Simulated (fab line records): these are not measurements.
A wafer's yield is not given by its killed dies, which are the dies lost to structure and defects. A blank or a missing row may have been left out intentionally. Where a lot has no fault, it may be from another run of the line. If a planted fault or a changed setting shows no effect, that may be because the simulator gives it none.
fab line records	flow n5_finfet
record: lots: 24	wafers: 72	last_day: 20
route steps=1938 shown BEOL_M9@1467 BEOL_M10@1490 BEOL_M11@1538
lots untouched by any fault: they come from a run of this same line in which no faults occurred
start_h: hours from the record's opening day to when the first of the lot's shown wafers began	wait_h: hours since the lot's step before	" as in the row above	L1.1+2: one row covering several wafers at once	- no value, or no start given	* or withheld: withheld	< > ~ a bound
route shown NAME@n: names a module that has steps shown in the file, with the first one's number in the route	usual: mean and standard deviation over wafers with no fault	same: alike in all rows	chamber/n: place in a boat	sites: the reading at each site	_std_site: the values' standard deviation	_edge_site: the outer-site mean with the inner-site mean subtracted	radius_mm: for every site, how far away it sits from the centre of the wafer	mask NAME#n: copy n	behind: the most recent tool/chamber to have shaped the wafer	hold: the reason the lot was held/the length of the hold in hours/how it ended	device: the transistor (n, p or np) that didn't switch	end of line: the tests these same wafers got at the end of their route	for a step that has no rows: nothing shown but its recipe	killed: the dies lost at the first sort to structure and to defects; this is not the yield of the wafer	map: a wafer's dies, x killed, . not, _ none there
set.NAME: the run value of the setting; set.NAME@STEP: its run value at that earlier step	model.NAME: the simulator's own value behind a step, which no gauge read
steps of the route over a sample of lots; a table a step, a row a wafer
services: when a tool's chamber went out of use (start_h, in hours from the record's first day, below 0 if earlier), for how many hours, and the reason
== steps ==
step: N5_BEOL_M9_DEP_56
recipe: material: SiCN	target_thk_a: 150	temp_c: withheld	precursor: 3MS/NH3	pressure_torr: 3	rf_w: 202	time_s: 26.5
usual: showerhead_plenum_p_Torr: 3.663/0.015	showerhead_vpp_V: 868/46	throttle_valve_pct: 8.9/0.48
lot.wafer	tool	chamber	start_h	wait_h	showerhead_plenum_p_Torr	showerhead_vpp_V	throttle_valve_pct
L076.3	pecvd-04	2	258.29	0.0	3.648	789	8.4
L076.4	"	2	"	"	3.651	783	8.4
L076.5	"	1	"	"	3.667	831	8.6
L078.1	pecvd-03	0	267.84	0.0	3.668	845	9.9
L078.3	"	1	"	"	3.655	848	8.8
L078.5	"	0	"	"	3.669	847	9.6
L074.2	pecvd-04	0	271.22	0.0	3.656	937	9.5
L074.3	"	1	"	"	3.676	835	8.6
L074.4	"	0	"	"	3.670	914	9.4
L077.3	pecvd-02	2	275.89	0.0	3.621	889	9.2
L077.4	"	1	"	"	3.689	909	8.9
L077.5	"	2	"	"	3.627	894	9.2
L079.3	pecvd-04	2	279.99	0.0	3.651	799	8.7
L079.4	"	1	"	"	3.680	839	8.9
L079.6	"	0	"	"	3.665	942	9.4
L080.2	pecvd-02	0	280.68	0.0	3.680	913	9.6
L080.4	"	2	"	"	3.633	902	9.3
L080.6	"	1	"	"	3.680	908	9.1
L075.1	pecvd-04	1	284.72	0.0	3.676	835	8.6
L075.4	"	2	"	"	3.646	801	8.3
L075.5	"	0	"	"	3.659	935	9.8
L081.2	pecvd-02	1	298.35	0.0	3.689	928	9.1
L081.3	"	0	"	"	3.672	898	9.6
L081.5	"	2	"	"	3.639	899	9.3
L083.1	pecvd-04	1	301.71	0.0	3.675	837	8.8
L083.2	"	2	"	"	3.657	790	8.9
L083.6	"	0	"	"	3.660	940	9.6
L082.1	pecvd-03	0	301.83	0.0	3.660	842	9.6
L082.4	"	0	"	"	3.672	839	9.7
L082.6	"	1	"	"	3.659	877	8.5
L086.2	pecvd-02	0	329.46	0.0	3.672	920	9.6
L086.3	"	2	"	"	3.641	875	9.4
L086.4	"	1	"	"	3.691	923	8.6
L084.2	pecvd-03	1	336.83	0.0	3.647	849	8.8
L084.4	"	0	"	"	3.657	834	9.4
L084.5	"	2	"	"	3.677	866	8.2
L085.1	pecvd-03	1	337.10	0.0	3.638	867	9.0
L085.3	"	0	"	"	3.659	851	9.6
L085.6	"	0	"	"	3.660	846	9.9
L087.3	pecvd-02	1	339.41	0.0	3.686	933	9.2
L087.4	"	1	"	"	3.682	921	9.0
L087.5	"	0	"	"	3.678	917	9.6
L088.3	pecvd-02	2	354.78	0.0	3.631	883	9.3
L088.5	"	2	"	"	3.637	871	9.3
L088.6	"	1	"	"	3.683	915	8.8
L089.1	pecvd-02	1	355.34	0.0	3.675	896	9.1
L089.3	"	1	"	"	3.677	927	8.9
L089.4	"	2	"	"	3.630	898	9.5
L091.3	pecvd-04	1	356.74	0.0	3.675	835	8.6
L091.4	"	2	"	"	3.654	801	8.6
L091.5	"	1	"	"	3.663	827	8.6
L094.2	pecvd-03	0	362.78	0.0	3.661	837	9.8
L094.3	"	1	"	"	3.649	859	8.7
L094.6	"	1	"	"	3.661	856	8.7
L090.1	pecvd-04	2	365.66	0.0	3.655	790	8.5
L090.2	"	1	"	"	3.679	826	8.7
L090.6	"	1	"	"	3.679	830	8.7
L092.1	pecvd-04	1	372.37	0.0	3.672	836	8.8
L092.3	"	2	"	"	3.658	794	8.8
L092.6	"	0	"	"	3.662	920	8.5
L093.3	pecvd-04	2	375.10	0.0	3.658	791	8.4
L093.5	"	1	"	"	3.664	838	8.7
L093.6	"	2	"	"	3.648	789	8.6
L096.1	pecvd-04	2	399.33	0.0	3.654	798	8.6
L096.2	"	1	"	"	3.676	843	8.6
L096.4	"	2	"	"	3.656	806	8.6
L095.1	pecvd-03	2	400.92	0.0	3.670	876	8.3
L095.2	"	0	"	"	3.662	843	9.6
L095.3	"	1	"	"	3.657	861	8.7
L097.3	pecvd-02	1	425.99	0.0	3.690	927	8.1
L097.5	"	1	"	"	3.671	913	8.5
L097.6	"	0	"	"	3.668	895	9.2
step: N5_BEOL_M10_STRIP_67
recipe: chemistry: CF4	resist: SiARC	power_w: 300	bias_power_w: 75	pressure_mtorr: 50	cf4_flow_sccm: 150	rf_frequency_hz: 6e+07
usual: drypump_motor_current_A: 5.8/0.53	oes_product_au: 0.81/0.1	power_w: 300.1/0.9	rf_vpp_V: 271.6/1.5	showerhead_plenum_p_Torr: 1.82/0.052	throttle_valve_pct: 13.5/0.33
lot.wafer	tool	chamber	start_h	wait_h	drypump_motor_current_A	oes_product_au	power_w	rf_hours_counter_h	rf_vpp_V	showerhead_plenum_p_Torr	throttle_valve_pct
L076.3	rie_diel-06	2	259.88	0.0	6.2	0.68	300.2	242	272.6	1.83	13.7
L076.4	"	3	"	"	6.7	0.69	299.5	246	271.6	1.85	13.8
L076.5	"	1	"	"	5.2	0.68	298.3	-	270.5	1.84	13.7
L078.1	rie_diel-02	3	270.65	0.0	6.3	0.71	298.9	216	268.9	1.71	13.5
L078.3	"	1	"	"	5.5	0.70	299.0	246	270.7	1.76	14.1
L078.5	"	3	"	"	6.4	0.71	298.5	-	269.7	1.71	13.5
L074.2	rie_diel-06	1	274.68	0.0	5.2	0.68	299.8	227	272.2	1.84	13.8
L074.3	"	2	"	"	6.2	0.67	300.4	249	272.8	1.83	13.8
L074.4	"	0	"	"	5.9	0.71	299.9	-	272.4	1.85	13.9
L077.3	rie_diel-02	1	279.20	0.0	5.5	0.70	300.0	250	269.1	1.76	14.0
L077.4	"	3	"	"	6.3	0.70	299.9	219	269.9	1.71	13.5
L077.5	"	0	"	"	6.1	0.87	301.2	-	273.7	1.88	13.0
L079.3	rie_diel-03	0	282.76	0.0	4.9	0.86	299.5	38	269.7	1.77	13.3
L079.4	"	1	"	"	5.9	0.74	300.5	201	271.2	1.84	14.1
L079.6	"	3	"	"	6.1	0.99	300.7	-	273.8	1.90	13.1
L080.2	rie_diel-06	1	283.44	0.0	5.2	0.68	301.1	231	269.6	1.84	13.8
L080.4	"	0	"	"	5.9	0.71	301.0	-	272.7	1.85	13.9
L080.6	"	1	"	"	5.2	0.68	299.4	-	271.1	1.84	13.8
L075.1	rie_diel-06	1	287.22	0.0	5.2	0.68	300.5	233	272.9	1.84	13.8
L075.4	"	1	"	"	5.2	0.68	300.6	-	271.1	1.84	13.8
L075.5	"	0	"	"	5.9	0.70	299.3	-	270.9	1.85	13.9
L081.2	rie_diel-06	1	300.93	0.0	5.2	0.67	300.1	239	271.9	1.84	13.8
L081.3	"	0	"	"	5.9	0.71	300.5	231	272.0	1.85	13.9
L081.5	"	3	"	"	6.8	0.94	300.1	-	272.4	1.85	13.2
L083.1	rie_diel-02	0	305.12	0.0	6.1	0.85	300.5	62	273.1	1.88	13.0
L083.2	"	2	"	"	5.2	0.90	301.8	24	270.8	1.78	13.3
L083.6	"	1	"	"	5.5	0.94	299.0	-	271.1	1.76	13.5
L082.1	rie_diel-03	2	305.28	0.0	5.6	0.69	300.8	222	269.0	1.72	13.8
L082.4	"	0	"	"	4.9	0.85	300.5	46	270.6	1.77	13.3
L082.6	"	2	"	"	5.6	0.70	299.6	-	270.6	1.72	13.8
L086.2	rie_diel-06	1	331.49	0.0	5.2	0.67	300.7	249	272.9	1.84	13.8
L086.3	"	2	"	"	6.2	0.94	299.7	7	272.6	1.82	13.2
L086.4	"	0	"	"	5.9	0.70	301.2	241	272.3	1.85	13.9
L084.2	rie_diel-02	2	338.92	0.0	5.2	0.89	299.5	36	271.8	1.77	13.3
L084.4	"	1	"	"	5.4	0.91	300.5	17	271.0	1.76	13.5
L084.5	"	1	"	"	5.5	0.92	300.8	-	269.3	1.76	13.5
L085.1	rie_diel-03	0	339.46	0.0	4.9	0.84	298.4	56	271.0	1.77	13.3
L085.3	"	1	"	"	6.0	0.73	299.5	218	269.6	1.84	14.1
L085.6	"	3	"	"	6.1	0.93	301.9	-	274.1	1.89	13.1
L087.3	rie_diel-03	0	341.35	0.0	4.8	0.84	300.4	57	270.0	1.77	13.4
L087.4	"	2	"	"	5.7	0.69	300.4	234	269.7	1.72	13.8
L087.5	"	0	"	"	4.8	0.83	300.2	-	270.9	1.77	13.4
L088.3	rie_diel-02	3	358.65	0.0	6.3	0.68	300.3	247	268.0	1.70	13.6
L088.5	"	1	"	"	5.5	0.89	300.4	-	270.7	1.75	13.5
L088.6	"	0	"	"	6.1	0.83	300.7	-	273.2	1.87	13.0
L089.1	rie_diel-03	2	358.66	0.0	5.6	0.69	299.9	237	269.5	1.72	13.8
L089.3	"	3	"	"	6.1	0.90	301.1	29	273.8	1.89	13.1
L089.4	"	0	"	"	4.8	0.83	301.0	63	270.1	1.76	13.4
L091.3	rie_diel-02	2	358.94	0.0	5.2	0.86	298.9	43	270.8	1.77	13.3
L091.4	"	0	"	"	6.1	0.82	300.0	81	273.8	1.87	13.0
L091.5	"	1	"	"	5.4	0.90	301.5	-	271.2	1.75	13.5
L094.2	rie_diel-06	1	364.47	0.0	5.2	0.97	301.0	1	271.7	1.84	13.3
L094.3	"	3	"	"	6.8	0.88	298.8	32	271.1	1.84	13.3
L094.6	"	3	"	"	6.8	0.88	300.0	-	271.3	1.84	13.3
L090.1	rie_diel-06	1	367.64	0.0	5.2	0.94	299.6	3	272.6	1.84	13.3
L090.2	"	2	"	"	6.1	0.88	302.3	24	270.9	1.82	13.3
L090.6	"	1	"	"	5.2	0.95	298.9	-	273.4	1.84	13.3
L092.1	rie_diel-06	1	375.19	0.0	5.2	0.94	299.8	6	272.4	1.84	13.3
L092.3	"	3	"	"	6.8	0.88	300.8	37	271.6	1.84	13.3
L092.6	"	1	"	"	5.2	0.94	299.6	-	272.2	1.84	13.3
L093.3	rie_diel-03	3	377.95	0.0	6.1	0.90	299.6	37	274.2	1.89	13.2
L093.5	"	1	"	"	6.0	0.72	298.3	-	272.4	1.84	14.1
L093.6	"	0	"	"	4.9	0.82	298.6	-	270.8	1.76	13.4
L096.1	rie_diel-06	1	402.83	0.0	5.2	0.90	301.1	19	270.8	1.83	13.3
L096.2	"	2	"	"	6.2	0.86	299.9	40	270.8	1.81	13.3
L096.4	"	1	"	"	5.2	0.91	299.8	-	273.7	1.83	13.3
L095.1	rie_diel-03	1	403.33	0.0	5.9	0.71	300.0	243	272.6	1.83	14.2
L095.2	"	3	"	"	6.1	0.89	299.0	47	273.7	1.88	13.2
L095.3	"	1	"	"	5.9	0.71	301.1	-	272.0	1.83	14.2
L097.3	rie_diel-06	1	428.11	0.0	5.2	0.89	301.3	25	271.5	1.83	13.3
L097.5	"	3	"	"	6.8	0.84	298.7	-	271.2	1.83	13.3
L097.6	"	2	"	"	6.2	0.83	299.9	-	271.1	1.81	13.3
step: N5_BEOL_M10_STRIP_19
recipe: chemistry: O2	power_w: 400	temp_c: 40	pressure_mtorr: 30	rf_frequency_hz: 6e+07	bias_power_w: 0	overash_fraction: 0.2	o2_flow_sccm: 225
usual: drypump_motor_current_A: 5.8/0.52	oes_product_au: 0.82/0.1	rf_vpp_V: 3.6/0.55	showerhead_plenum_p_Torr: 2.12/0.081	temp_c: 40.00/0.11	throttle_valve_pct: 16.6/0.32
lot.wafer	tool	chamber	start_h	wait_h	drypump_motor_current_A	oes_product_au	rf_hours_counter_h	rf_vpp_V	showerhead_plenum_p_Torr	temp_c	throttle_valve_pct
L076.3	rie_diel-02	0	260.15	0.1	6.1	0.88	44	2.7	2.23	40.20	16.2
L076.4	"	2	"	"	5.2	0.95	8	4.2	2.06	39.87	16.3
L076.5	"	1	"	"	5.5	0.70	-	3.1	2.07	39.89	17.2
L078.1	rie_diel-02	2	270.80	0.1	5.2	0.95	12	3.3	2.06	40.36	16.3
L078.3	"	0	"	"	6.1	0.89	49	2.7	2.23	39.96	16.1
L078.5	"	3	"	"	6.3	0.70	-	3.1	1.99	40.12	16.5
L074.2	rie_diel-02	2	274.87	0.1	5.2	0.93	13	2.8	2.05	39.94	16.3
L074.3	"	3	"	"	6.3	0.69	218	3.6	1.99	39.93	16.5
L074.4	"	1	"	"	5.5	0.69	248	3.2	2.07	40.02	17.2
L077.3	rie_diel-06	0	279.36	0.1	5.9	0.72	221	4.2	2.14	40.21	16.8
L077.4	"	0	"	"	5.9	0.71	-	3.2	2.14	40.06	16.8
L077.5	"	2	"	"	6.2	0.67	-	2.8	2.17	40.02	16.9
L079.3	rie_diel-02	2	282.91	0.1	5.2	0.93	17	4.0	2.05	40.04	16.4
L079.4	"	0	"	"	6.1	0.88	-	2.7	2.23	39.94	16.2
L079.6	"	2	"	"	5.2	0.94	-	3.0	2.05	39.95	16.3
L080.2	rie_diel-03	0	283.60	0.1	4.9	0.87	38	3.8	2.05	40.04	16.3
L080.4	"	2	"	"	5.6	0.70	215	4.2	1.98	40.15	16.7
L080.6	"	2	"	"	5.6	0.70	-	3.6	1.98	39.94	16.7
L075.1	rie_diel-06	1	287.37	0.1	5.2	0.66	233	3.3	2.18	40.17	16.9
L075.4	"	0	"	"	5.9	0.71	-	4.2	2.14	39.98	16.8
L075.5	"	2	"	"	6.2	0.65	-	3.5	2.17	39.98	16.9
L081.2	rie_diel-02	2	301.09	0.1	5.2	0.92	22	4.0	2.05	40.05	16.4
L081.3	"	3	"	"	6.4	0.69	227	3.6	1.99	40.03	16.5
L081.5	"	3	"	"	6.4	0.70	-	5.6	1.99	40.04	16.5
L083.1	rie_diel-06	3	305.27	0.1	6.8	0.96	8	3.6	2.13	39.95	16.2
L083.2	"	1	"	"	5.2	0.66	241	3.8	2.17	39.95	16.9
L083.6	"	3	"	"	6.8	0.94	-	3.2	2.13	39.75	16.2
L082.1	rie_diel-03	0	305.44	0.1	4.9	0.86	46	3.5	2.05	40.14	16.4
L082.4	"	2	"	"	5.6	0.69	222	4.6	1.98	40.08	16.7
L082.6	"	3	"	"	6.1	0.95	-	3.7	2.24	39.95	16.3
L086.2	rie_diel-06	1	331.69	0.1	5.2	0.66	249	3.1	2.17	40.16	16.9
L086.3	"	3	"	"	6.8	0.91	16	4.0	2.13	39.87	16.2
L086.4	"	2	"	"	6.2	0.95	7	2.9	2.16	39.93	16.5
L084.2	rie_diel-02	2	339.07	0.1	5.2	0.89	36	4.1	2.05	39.95	16.4
L084.4	"	0	"	"	6.1	0.85	75	3.7	2.22	40.03	16.2
L084.5	"	1	"	"	5.5	0.92	-	4.6	2.07	39.96	16.8
L085.1	rie_diel-02	1	339.61	0.1	5.5	0.92	17	3.4	2.07	40.18	16.8
L085.3	"	3	"	"	6.4	0.69	240	4.4	1.98	40.12	16.6
L085.6	"	0	"	"	6.1	0.84	-	3.9	2.22	39.82	16.2
L087.3	rie_diel-03	0	341.77	0.3	4.9	0.84	57	4.4	2.05	40.15	16.4
L087.4	"	3	"	"	6.1	0.94	-	4.4	2.23	40.12	16.3
L087.5	"	1	"	"	5.9	0.72	-	3.3	2.18	40.02	17.3
L088.3	rie_diel-02	1	358.96	0.2	5.5	0.89	23	3.5	2.06	40.07	16.8
L088.5	"	1	"	"	5.5	0.91	-	3.9	2.06	39.98	16.8
L088.6	"	0	"	"	6.1	0.83	-	4.6	2.22	40.07	16.2
L089.1	rie_diel-02	3	359.00	0.3	6.3	0.68	248	3.0	1.98	40.13	16.6
L089.3	"	1	"	"	5.5	0.90	23	4.1	2.06	39.93	16.8
L089.4	"	2	"	"	5.2	0.87	43	3.8	2.04	39.76	16.4
L091.3	rie_diel-06	3	359.09	0.1	6.8	0.90	29	3.4	2.12	39.98	16.2
L091.4	"	0	"	"	5.9	0.70	-	3.6	2.13	39.97	16.8
L091.5	"	3	"	"	6.8	0.89	-	3.5	2.12	40.09	16.2
L094.2	rie_diel-03	0	364.65	0.1	4.9	0.84	65	3.2	2.04	39.98	16.4
L094.3	"	2	"	"	5.6	0.68	240	4.1	1.98	40.12	16.7
L094.6	"	1	"	"	5.9	0.73	-	2.6	2.17	40.10	17.3
L090.1	rie_diel-02	1	367.80	0.1	5.5	0.90	28	3.2	2.06	39.95	16.8
L090.2	"	2	"	"	5.2	0.88	47	2.7	2.04	40.08	16.4
L090.6	"	2	"	"	5.2	0.87	-	3.3	2.04	40.09	16.4
L092.1	rie_diel-03	2	375.46	0.2	5.6	0.68	244	3.5	1.98	40.14	16.7
L092.3	"	3	"	"	6.1	0.90	36	3.9	2.23	39.88	16.3
L092.6	"	1	"	"	6.0	0.71	-	4.1	2.17	39.85	17.3
L093.3	rie_diel-06	1	378.19	0.1	5.2	0.94	8	4.0	2.17	39.93	16.5
L093.5	"	2	"	"	6.1	0.89	-	3.1	2.16	39.98	16.5
L093.6	"	3	"	"	6.8	0.89	-	3.2	2.12	39.85	16.3
L096.1	rie_diel-02	1	402.99	0.1	5.5	0.87	40	3.6	2.06	40.11	16.8
L096.2	"	0	"	"	6.1	0.81	99	3.6	2.21	39.99	16.3
L096.4	"	2	"	"	5.2	0.84	59	4.3	2.04	40.28	16.4
L095.1	rie_diel-06	2	403.49	0.1	6.2	0.87	41	2.6	2.15	40.02	16.6
L095.2	"	1	"	"	5.2	0.90	20	3.5	2.16	39.90	16.6
L095.3	"	3	"	"	6.8	0.87	50	3.6	2.12	39.90	16.3
L097.3	rie_diel-02	2	428.26	0.1	5.2	0.84	69	3.6	2.04	39.99	16.5
L097.5	"	3	"	"	6.4	0.92	-	3.2	2.24	39.93	16.1
L097.6	"	0	"	"	6.1	0.81	-	2.9	2.21	40.04	16.3
step: N5_BEOL_M11_THK_MEAS_01
recipe: reads: SiCOH_lowk_of_BEOL_M11_ILD_DEP_00
usual: M11_ILD_THK: 268/3.6
lot.wafer	tool	chamber	start_h	wait_h	M11_ILD_THK[nm]
L076.3	film_metro-02	-	264.67	0.3	266
L076.4	"	-	"	"	271
L076.5	"	-	"	"	277
L078.1	film_metro-02	-	277.10	0.4	263
L078.3	"	-	"	"	266
L078.5	"	-	"	"	270
L074.2	film_metro-01	-	281.20	0.4	261
L074.3	"	-	"	"	272
L074.4	"	-	"	"	270
L077.3	film_metro-02	-	285.05	0.3	271
L077.4	"	-	"	"	268
L077.5	"	-	"	"	272
L079.3	film_metro-02	-	288.52	0.3	265
L079.4	"	-	"	"	265
L079.6	"	-	"	"	267
L080.2	film_metro-01	-	289.81	0.4	266
L080.4	"	-	"	"	269
L080.6	"	-	"	"	269
L075.1	film_metro-02	-	293.93	0.4	265
L075.4	"	-	"	"	267
L075.5	"	-	"	"	270
L081.2	film_metro-02	-	306.81	0.4	266
L081.3	"	-	"	"	267
L081.5	"	-	"	"	272
L083.1	film_metro-02	-	312.27	0.4	261
L083.2	"	-	"	"	259
L083.6	"	-	"	"	265
L082.1	film_metro-02	-	313.60	0.4	270
L082.4	"	-	"	"	272
L082.6	"	-	"	"	276
L086.2	film_metro-02	-	338.31	0.4	265
L086.3	"	-	"	"	267
L086.4	"	-	"	"	270
L084.2	film_metro-02	-	343.40	0.4	267
L084.4	"	-	"	"	272
L084.5	"	-	"	"	267
L085.1	film_metro-02	-	344.73	0.6	270
L085.3	"	-	"	"	264
L085.6	"	-	"	"	269
L087.3	film_metro-02	-	347.18	0.5	263
L087.4	"	-	"	"	272
L087.5	"	-	"	"	271
L089.1	film_metro-02	-	363.81	0.4	263
L089.3	"	-	"	"	260
L089.4	"	-	"	"	266
L088.3	film_metro-02	-	363.85	0.3	267
L088.5	"	-	"	"	262
L088.6	"	-	"	"	272
L091.3	film_metro-02	-	364.32	0.3	266
L091.4	"	-	"	"	270
L091.5	"	-	"	"	266
L094.2	film_metro-02	-	369.27	0.4	264
L094.3	"	-	"	"	266
L094.6	"	-	"	"	271
L090.1	film_metro-01	-	373.38	0.4	264
L090.2	"	-	"	"	263
L090.6	"	-	"	"	268
L092.1	film_metro-02	-	380.85	0.4	266
L092.3	"	-	"	"	264
L092.6	"	-	"	"	269
L093.3	film_metro-02	-	382.97	0.3	267
L093.5	"	-	"	"	273
L093.6	"	-	"	"	266
L095.1	film_metro-01	-	412.48	0.4	262
L095.2	"	-	"	"	266
L095.3	"	-	"	"	260
L096.1	film_metro-01	-	413.64	0.8	266
L096.2	"	-	"	"	267
L096.4	"	-	"	"	272
L097.3	film_metro-01	-	433.88	0.3	267
L097.5	"	-	"	"	271
L097.6	"	-	"	"	270
step: N5_BEOL_M11_CD_MEAS_28
recipe: target_cd_nm: 70	landing_energy_ev: 500	detector: se_inlens	polarity: opening
usual: cd_nm: 69.9/1.1
lot.wafer	tool	chamber	start_h	wait_h	cd_nm
L076.3	cd_sem-02	0	268.06	-	71.7
L076.4	"	0	"	"	71.0
L076.5	"	0	"	"	70.3
L078.1	cd_sem-03	0	281.32	-	68.9
L078.3	"	0	"	"	69.7
L078.5	"	0	"	"	67.5
L074.2	cd_sem-01	0	285.77	-	70.2
L074.3	"	0	"	"	70.3
L074.4	"	0	"	"	70.2
L077.3	cd_sem-03	0	289.67	-	70.2
L077.4	"	0	"	"	70.5
L077.5	"	0	"	"	70.2
L079.3	cd_sem-02	0	292.20	-	69.3
L079.4	"	0	"	"	69.0
L079.6	"	0	"	"	69.1
L080.2	cd_sem-01	0	292.63	-	70.2
L080.4	"	0	"	"	69.5
L080.6	"	0	"	"	70.5
L075.1	cd_sem-03	0	298.81	-	68.3
L075.4	"	0	"	"	68.7
L075.5	"	0	"	"	68.6
L081.2	cd_sem-01	0	310.77	-	69.1
L081.3	"	0	"	"	68.5
L081.5	"	0	"	"	67.6
L083.1	cd_sem-01	0	316.15	-	68.3
L083.2	"	0	"	"	67.6
L083.6	"	0	"	"	69.3
L082.1	cd_sem-01	0	324.31	-	70.1
L082.4	"	0	"	"	70.8
L082.6	"	0	"	"	70.7
L086.2	cd_sem-03	0	341.33	-	71.9
L086.3	"	0	"	"	69.7
L086.4	"	0	"	"	70.2
L084.2	cd_sem-03	0	346.09	-	68.8
L084.4	"	0	"	"	69.8
L084.5	"	0	"	"	69.4
L085.1	cd_sem-03	0	348.92	-	70.3
L085.3	"	0	"	"	70.1
L085.6	"	0	"	"	70.2
L087.3	cd_sem-01	0	350.35	-	69.2
L087.4	"	0	"	"	69.7
L087.5	"	0	"	"	69.2
L088.3	cd_sem-03	0	369.14	-	71.6
L088.5	"	0	"	"	71.5
L088.6	"	0	"	"	71.4
L089.1	cd_sem-01	0	369.31	-	71.3
L089.3	"	0	"	"	70.8
L089.4	"	0	"	"	71.2
L091.3	cd_sem-02	0	370.50	-	71.0
L091.4	"	0	"	"	72.0
L091.5	"	0	"	"	71.0
L094.2	cd_sem-01	0	372.68	-	69.8
L094.3	"	0	"	"	69.0
L094.6	"	0	"	"	68.3
L090.1	cd_sem-01	0	376.09	-	69.1
L090.2	"	0	"	"	69.1
L090.6	"	0	"	"	69.4
L092.1	cd_sem-02	0	382.69	-	71.6
L092.3	"	0	"	"	71.1
L092.6	"	0	"	"	70.7
L093.3	cd_sem-01	0	387.06	-	70.3
L093.5	"	0	"	"	70.9
L093.6	"	0	"	"	70.7
L095.1	cd_sem-03	0	415.90	-	68.5
L095.2	"	0	"	"	69.2
L095.3	"	0	"	"	68.4
L096.1	cd_sem-02	0	416.71	-	69.3
L096.2	"	0	"	"	69.9
L096.4	"	0	"	"	69.3
L097.3	cd_sem-02	0	436.77	-	70.9
L097.5	"	0	"	"	70.3
L097.6	"	0	"	"	71.0
step: N5_BEOL_M11_OVL_MEAS_29
recipe: points_per_wafer: 44
usual: V10_OVL: -0.7/0.83
lot.wafer	tool	chamber	start_h	wait_h	V10_OVL[nm]
L076.3	overlay-02	0	268.09	0.0	-1.2
L076.4	"	0	"	"	-1.2
L076.5	"	0	"	"	-1.9
L078.1	overlay-02	0	281.35	0.0	1.6
L078.3	"	0	"	"	1.1
L078.5	"	0	"	"	1.1
L074.2	overlay-01	0	285.80	0.0	-0.9
L074.3	"	0	"	"	-1.0
L074.4	"	0	"	"	-1.0
L077.3	overlay-01	0	289.69	0.0	-0.1
L077.4	"	0	"	"	-0.2
L077.5	"	0	"	"	-0.1
L079.3	overlay-02	0	292.22	0.0	0.6
L079.4	"	0	"	"	-1.2
L079.6	"	0	"	"	-1.5
L080.2	overlay-02	0	292.66	0.0	0.1
L080.4	"	0	"	"	-0.5
L080.6	"	0	"	"	-0.1
L075.1	overlay-01	0	298.84	0.0	-1.0
L075.4	"	0	"	"	-0.3
L075.5	"	0	"	"	-1.2
L081.2	overlay-02	0	310.80	0.0	-0.5
L081.3	"	0	"	"	-1.1
L081.5	"	0	"	"	-0.3
L083.1	overlay-02	0	316.18	0.0	-0.1
L083.2	"	0	"	"	-2.2
L083.6	"	0	"	"	-0.4
L082.1	overlay-02	0	324.34	0.0	-0.8
L082.4	"	0	"	"	-1.4
L082.6	"	0	"	"	-1.3
L086.2	overlay-01	0	341.36	0.0	-0.5
L086.3	"	0	"	"	-0.2
L086.4	"	0	"	"	-0.3
L084.2	overlay-01	0	346.12	0.0	0.8
L084.4	"	0	"	"	0.5
L084.5	"	0	"	"	-0.6
L085.1	overlay-02	0	348.95	0.0	-1.2
L085.3	"	0	"	"	-2.3
L085.6	"	0	"	"	-1.8
L087.3	overlay-01	0	350.38	0.0	-1.6
L087.4	"	0	"	"	-0.7
L087.5	"	0	"	"	-1.7
L088.3	overlay-01	0	369.17	0.0	-1.3
L088.5	"	0	"	"	0.1
L088.6	"	0	"	"	0.5
L089.1	overlay-02	0	369.34	0.0	-0.2
L089.3	"	0	"	"	-1.6
L089.4	"	0	"	"	-0.8
L091.3	overlay-01	0	370.53	0.0	-1.1
L091.4	"	0	"	"	-0.5
L091.5	"	0	"	"	-1.0
L094.2	overlay-01	0	372.71	0.0	-1.5
L094.3	"	0	"	"	-0.8
L094.6	"	0	"	"	0.2
L090.1	overlay-02	0	376.12	0.0	-1.5
L090.2	"	0	"	"	-0.6
L090.6	"	0	"	"	-0.3
L092.1	overlay-02	0	382.72	0.0	-1.9
L092.3	"	0	"	"	-1.3
L092.6	"	0	"	"	-0.7
L093.3	overlay-01	0	387.09	0.0	-1.0
L093.5	"	0	"	"	0.1
L093.6	"	0	"	"	-1.9
L095.1	overlay-01	0	415.93	0.0	-1.7
L095.2	"	0	"	"	-1.4
L095.3	"	0	"	"	-2.1
L096.1	overlay-02	0	416.74	0.0	-1.4
L096.2	"	0	"	"	-0.8
L096.4	"	0	"	"	0.0
L097.3	overlay-01	0	436.79	0.0	0.4
L097.5	"	0	"	"	0.0
L097.6	"	0	"	"	-0.6
== services ==
tool	chamber	start_h	hours	kind
rie_diel-06	-	234.94	0.5	repair
pecvd-02	0	241.45	3.9	repair
rie_diel-03	3	245.80	5.4	repair
rie_diel-06	3	268.66	-	clean
rie_diel-06	3	268.66	-	consumable_replace:focus_ring
rie_diel-06	3	268.66	20.6	scheduled_down
rie_diel-06	3	268.66	20.6	vent_cycle
rie_diel-02	1	279.22	-	clean
rie_diel-02	1	279.22	-	consumable_replace:focus_ring
rie_diel-02	1	279.22	16.4	scheduled_down
rie_diel-02	1	279.22	16.4	vent_cycle
rie_diel-06	2	289.23	-	clean
rie_diel-06	2	289.23	-	consumable_replace:focus_ring
rie_diel-06	2	289.23	18.8	scheduled_down
rie_diel-06	2	289.23	18.8	vent_cycle
pecvd-04	-	296.71	4.4	repair
rie_diel-02	-	336.28	0.6	repair
rie_diel-06	1	337.72	-	clean
rie_diel-06	1	337.72	-	consumable_replace:focus_ring
rie_diel-06	1	337.72	25.3	scheduled_down
rie_diel-06	1	337.72	25.3	vent_cycle
pecvd-02	0	355.07	39.7	repair
rie_diel-06	0	391.80	48.8	repair
rie_diel-06	1	404.37	14.4	repair
== key ==
fault none
